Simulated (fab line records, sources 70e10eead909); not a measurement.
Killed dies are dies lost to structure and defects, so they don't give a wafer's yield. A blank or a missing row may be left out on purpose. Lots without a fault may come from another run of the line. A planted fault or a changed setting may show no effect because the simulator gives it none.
fab line records | flow nand_harc
record lots=13 wafers=39 last_day=33
route steps=1302 shown A_BLC@1117
lots that met no fault: from a run of the same line without faults
start_h: hours from the record's first day to the start of the lot's first wafer shown | wait_h: hours since the lot's step before | " the same as in the row above | L1.1+2: a row that stands for several wafers | - no value, or no start given | * or withheld: withheld | < > ~ a bound
route shown NAME@n: a module of which the file shows steps, and the number in the route of the first | usual: mean/standard deviation of fault-free wafers | same: alike in all rows | chamber/n: place in a boat | sites: the reading at each site | _std_site: their standard deviation | _edge_site: outer sites' mean less inner sites' | radius_mm: how far each site lies from the wafer's centre | mask NAME#n: copy n | behind: the tool/chamber that last shaped the wafer | hold: why the lot was held/for how many hours/how that ended | device: the transistor (n, p or np) that didn't switch | end of line: the same wafers' tests at the end of the route | a step without rows: its recipe alone | killed: dies lost to structure and defects at the first sort, not the wafer's yield | map: a wafer's dies, x killed, . not, _ none there
set.NAME: the setting as run; set.NAME@STEP: as run at that earlier step | model.NAME: the simulator's own value behind a step, which no gauge read
steps of the route over a sample of lots; a table a step, a row a wafer
services: from which hour (start_h, from the record's first day; less than 0 if before it) a tool's chamber was out of use, for how many hours, and why
## steps
# step NHARC_A_BLC_CD_MEAS_10
# recipe target_cd_nm=100 landing_energy_ev=500
# usual cd_nm=100.0/0.61
# columns lot.wafer tool chamber start_h wait_h cd_nm
L316.1 cd_sem-03 0 543.15 - 99.8
L316.3 " 0 " " 100.3
L316.4 " 0 " " 99.7
L317.2 cd_sem-02 0 566.06 - 100.2
L317.3 " 0 " " 100.0
L317.6 " 0 " " 100.7
L318.2 cd_sem-02 0 566.53 - 101.1
L318.3 " 0 " " 100.2
L318.5 " 0 " " 100.1
L329.1 cd_sem-01 0 665.64 - 99.8
L329.2 " 0 " " 99.6
L329.4 " 0 " " 100.1
L331.1 cd_sem-02 0 670.71 - 99.6
L331.2 " 0 " " 99.8
L331.3 " 0 " " 100.4
L330.3 cd_sem-01 0 671.52 - 99.9
L330.4 " 0 " " 100.4
L330.6 " 0 " " 99.8
L332.1 cd_sem-02 0 692.14 - 99.1
L332.5 " 0 " " 99.5
L332.6 " 0 " " 98.5
L335.1 cd_sem-03 0 707.74 - 100.1
L335.2 " 0 " " 100.0
L335.5 " 0 " " 101.0
L333.2 cd_sem-02 0 710.04 - 100.0
L333.5 " 0 " " 100.6
L333.6 " 0 " " 100.1
L336.2 cd_sem-01 0 714.55 - 100.3
L336.3 " 0 " " 100.0
L336.5 " 0 " " 100.7
L337.1 cd_sem-02 0 730.65 - 100.8
L337.2 " 0 " " 99.8
L337.3 " 0 " " 99.8
L338.1 cd_sem-02 0 754.50 - 99.7
L338.2 " 0 " " 100.0
L338.4 " 0 " " 100.0
L339.2 cd_sem-01 0 755.08 - 99.7
L339.4 " 0 " " 100.0
L339.6 " 0 " " 99.6
# step NHARC_A_BLC_INSPECT_12
# usual raw_defect_count=82/38
# columns lot.wafer tool chamber start_h wait_h raw_defect_count
L316.1 defect_inspect-02 - 543.28 0.0 75
L316.3 " - " " 107
L316.4 " - " " 84
L317.2 defect_inspect-02 - 566.18 0.0 92
L317.3 " - " " 112
L317.6 " - " " 115
L318.2 defect_inspect-02 - 566.65 0.0 14
L318.3 " - " " 19
L318.5 " - " " 19
L329.1 defect_inspect-02 - 665.76 0.0 75
L329.2 " - " " 66
L329.4 " - " " 64
L331.1 defect_inspect-01 - 670.83 0.0 39
L331.2 " - " " 32
L331.3 " - " " 29
L330.3 defect_inspect-02 - 671.64 0.0 138
L330.4 " - " " 142
L330.6 " - " " 142
L332.1 defect_inspect-02 - 692.26 0.0 114
L332.5 " - " " 105
L332.6 " - " " 104
L335.1 defect_inspect-02 - 707.87 0.0 36
L335.2 " - " " 30
L335.5 " - " " 33
L333.2 defect_inspect-02 - 710.17 0.0 72
L333.5 " - " " 87
L333.6 " - " " 79
L336.2 defect_inspect-02 - 714.68 0.0 87
L336.3 " - " " 98
L336.5 " - " " 108
L337.1 defect_inspect-01 - 730.78 0.0 115
L337.2 " - " " 107
L337.3 " - " " 96
L338.1 defect_inspect-01 - 754.63 0.0 83
L338.2 " - " " 101
L338.4 " - " " 84
L339.2 defect_inspect-01 - 755.20 0.0 101
L339.4 " - " " 86
L339.6 " - " " 92
# step NHARC_A_BLC_ETCH_16
# recipe target_depth_a=390 over_etch_frac=0.3 time_s=65 ion_energy_ev=80 cf4_flow_sccm=150 ar_flow_sccm=0 rf_w=300 bias_w=100 chemistry=CF4
# usual drypump_motor_current_A=6.0/0.54 oes_product_au=0.999/0.0079 rf_vpp_V=150.8/1.1 showerhead_plenum_p_Torr=1.72/0.062 throttle_valve_pct=13.283/0.0096
# same over_etch_frac=0.3
# columns lot.wafer tool chamber start_h wait_h drypump_motor_current_A oes_product_au rf_hours_counter_h rf_vpp_V showerhead_plenum_p_Torr throttle_valve_pct
L316.3 rie_diel-12 0 543.43 0.1 5.4 1.018 4 151.5 1.84 13.288
L316.4 " 2 " " 5.7 1.002 4 150.1 1.72 13.278
L316.1 " 3 " " 5.8 0.995 4 153.0 1.85 13.282
L317.2 rie_diel-12 0 566.33 0.1 5.4 1.001 7 151.7 1.84 13.291
L317.3 " 3 " " 5.8 0.991 6 152.2 1.84 13.274
L317.6 " 1 " " 5.7 1.002 - 151.3 1.64 13.288
L318.3 rie_diel-09 3 566.80 0.1 5.7 1.002 4 151.0 1.73 13.301
L318.2 " 0 " " 6.8 1.004 4 150.0 1.70 13.279
L318.5 " 3 " " 5.8 1.006 - 149.8 1.73 13.276
L329.1 rie_diel-09 2 665.92 0.1 6.7 0.999 11 150.9 1.70 13.277
L329.4 " 3 " " 5.8 1.004 11 151.3 1.73 13.281
L329.2 " 0 " " 6.8 0.991 11 149.7 1.70 13.280
L331.2 rie_diel-12 0 670.98 0.1 5.4 0.999 5 152.4 1.83 13.293
L331.1 " 1 " " 5.7 0.998 5 149.6 1.64 13.263
L331.3 " 2 " " 5.6 1.005 4 150.4 1.72 13.278
L330.3 rie_diel-09 3 671.79 0.1 5.8 0.988 12 150.8 1.73 13.280
L330.4 " 0 " " 6.8 0.998 13 151.7 1.70 13.274
L330.6 " 2 " " 6.7 0.995 - 150.0 1.70 13.289
L332.1 rie_diel-09 3 692.41 0.1 5.8 0.990 0 152.7 1.73 13.270
L332.5 " 3 " " 5.8 0.992 - 152.5 1.73 13.283
L332.6 " 0 " " 6.8 0.999 - 149.9 1.70 13.276
L335.2 rie_diel-09 3 708.01 0.1 5.8 0.993 2 149.8 1.73 13.283
L335.1 " 0 " " 6.8 0.994 2 151.3 1.70 13.277
L335.5 " 0 " " 6.8 1.002 - 149.8 1.70 13.284
L333.2 rie_diel-09 1 710.33 0.1 5.4 0.991 2 151.1 1.66 13.287
L333.5 " 2 " " 6.7 1.004 - 151.2 1.70 13.288
L333.6 " 3 " " 5.8 0.988 - 149.4 1.73 13.292
L336.3 rie_diel-09 3 714.82 0.1 5.8 0.991 3 150.5 1.73 13.285
L336.2 " 2 " " 6.7 1.000 3 150.9 1.70 13.293
L336.5 " 3 " " 5.8 0.994 - 151.0 1.73 13.279
L337.3 rie_diel-09 2 730.93 0.1 6.7 0.995 4 149.6 1.70 13.278
L337.2 " 0 " " 6.8 1.001 4 150.0 1.70 13.283
L337.1 " 1 " " 5.4 0.994 4 150.9 1.66 13.289
L338.2 rie_diel-12 3 754.78 0.1 5.8 0.983 11 152.2 1.84 13.281
L338.1 " 0 " " 5.4 0.992 13 153.7 1.83 13.276
L338.4 " 2 " " 5.7 0.993 12 151.6 1.71 13.273
L339.4 rie_diel-09 2 755.35 0.1 6.7 0.995 6 151.1 1.70 13.292
L339.2 " 1 " " 5.4 0.984 5 147.9 1.66 13.294
L339.6 " 3 " " 5.8 0.987 - 149.7 1.73 13.292
# step NHARC_A_BLC_ALD_23
# recipe target_thk_a=30 pulse_time_s=1 ald_cycles=150 temp_c=450 material=TiN
# usual ald_cycles=150/0 heater_power_w=1116/130 precursor_pulse_height_rel=1.002/0.02
# columns lot.wafer tool chamber start_h wait_h ald_cycles heater_power_w precursor_pulse_height_rel since_wet_clean_h
L316.3 ald_metal-03 0 545.15 - 150 1048 1.021 145
L316.1 " 1 " " 150 1437 0.992 145
L316.4 " 2 " " 150 1026 0.996 145
L317.2 ald_metal-01 0 568.09 - 150 1018 0.987 32
L317.3 " 1 " " 150 1096 1.012 32
L317.6 " 2 " " 150 1032 0.976 -
L318.3 ald_metal-01 3 568.54 - 74 989 1.001 33
L318.2 " 0 " " 74 1012 0.957 33
L318.5 " 2 " " 150 1098 1.028 -
L329.1 ald_metal-03 1 667.67 - 150 1481 1.031 90
L329.4 " 2 " " 150 1023 0.939 90
L329.2 " 3 " " 150 1117 0.983 90
L331.2 ald_metal-03 1 672.71 - 150 1432 0.984 95
L331.1 " 2 " " 150 976 1.002 95
L331.3 " 0 " " 150 1026 1.001 95
L330.4 ald_metal-01 1 673.52 - 150 1120 1.012 138
L330.3 " 3 " " 150 983 0.998 138
L330.6 " 1 " " 150 1107 1.015 -
L332.1 ald_metal-01 3 694.20 - 150 992 0.975 158
L332.6 " 0 " " 150 1028 1.024 -
L332.5 " 1 " " 150 1122 0.992 -
L335.2 ald_metal-04 2 709.75 - 150 1141 1.026 48
L335.1 " 3 " " 150 1108 1.048 48
L335.5 " 1 " " 150 1117 1.005 -
L333.2 ald_metal-03 1 712.10 - 150 1445 0.998 134
L333.6 " 2 " " 150 1001 1.003 -
L333.5 " 3 " " 150 1109 1.013 -
L336.3 ald_metal-04 1 716.57 - 150 1084 1.011 55
L336.2 " 2 " " 150 1123 0.982 55
L336.5 " 1 " " 150 1119 1.044 -
L337.3 ald_metal-01 0 732.65 - 150 1000 1.017 19
L337.2 " 1 " " 150 1114 0.987 19
L337.1 " 2 " " 150 1001 0.986 19
L338.1 ald_metal-03 0 756.52 - 150 1072 1.007 0
L338.4 " 2 " " 150 987 1.022 0
L338.2 " 3 " " 150 1087 1.013 1
L339.4 ald_metal-04 1 757.12 - 150 1105 1.028 95
L339.2 " 2 " " 150 1168 0.991 95
L339.6 " 0 " " 150 1251 1.003 -
## services
# columns tool chamber start_h hours kind
ald_metal-01 - 526.00 10.0 pm
rie_diel-09 2 526.24 4.2 repair
rie_diel-09 0 530.60 - clean
rie_diel-09 1 530.60 - clean
rie_diel-09 2 530.60 - clean
rie_diel-09 3 530.60 - clean
rie_diel-12 - 532.37 9.2 repair
rie_diel-09 0 555.10 - clean
rie_diel-09 1 555.10 - clean
ald_metal-03 - 568.10 10.0 pm
rie_diel-12 - 570.25 0.7 repair
rie_diel-12 2 594.09 10.2 repair
rie_diel-12 - 622.43 9.0 pm
rie_diel-12 2 640.39 5.0 repair
rie_diel-12 3 644.06 7.3 repair
ald_metal-04 - 652.00 10.0 pm
ald_metal-03 3 662.08 5.1 repair
rie_diel-09 - 674.10 9.0 pm
ald_metal-01 0 703.88 2.8 repair
ald_metal-01 - 704.00 10.0 pm
rie_diel-12 3 711.61 2.5 repair
rie_diel-12 1 720.06 9.1 repair
ald_metal-03 - 746.10 10.0 pm
rie_diel-09 0 756.43 9.0 repair
## key
first_sign step=NHARC_A_BLC_ALD_23 reading=ald_cycles direction=down sigmas=99+ usual=150 struck=74
effect none on later readings
met_at NHARC_A_BLC_ALD_23
struck_lots L318
struck_wafers L318.2,L318.3
later_rows_left_out L318.2,L318.3
sort_left_out L318.2,L318.3
tester_left_out L318
not_acting_at NHARC_A_BLC_CD_MEAS_10,NHARC_A_BLC_INSPECT_12,NHARC_A_BLC_ETCH_16
onset_between 568.09 568.54
fault kind=process_parameter_drift tool=ald_metal-01 chamber=- onset_h=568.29 steps=NHARC_A_BLC_ALD_23 channel=ald_cycles offset=-76 shape=step end_h=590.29 scope=struck_wafers_only acts_in=these_recipes_only stated=150
# tester_left_out: of these lots the tester's yield and bins aren't shown, on N5 and GAA mostly nor the transistor test; their killed dies are dies lost to structure and defects alone, not to doping, threshold or leakage, so they don't give the yield
# sort_left_out: the simulated sort isn't trusted on such a fault, so these wafers' sort isn't shown, and their yield isn't known
# later_rows_left_out: the simulator's readings of these wafers behind a module that went badly wrong aren't trusted and aren't shown, but for the sort
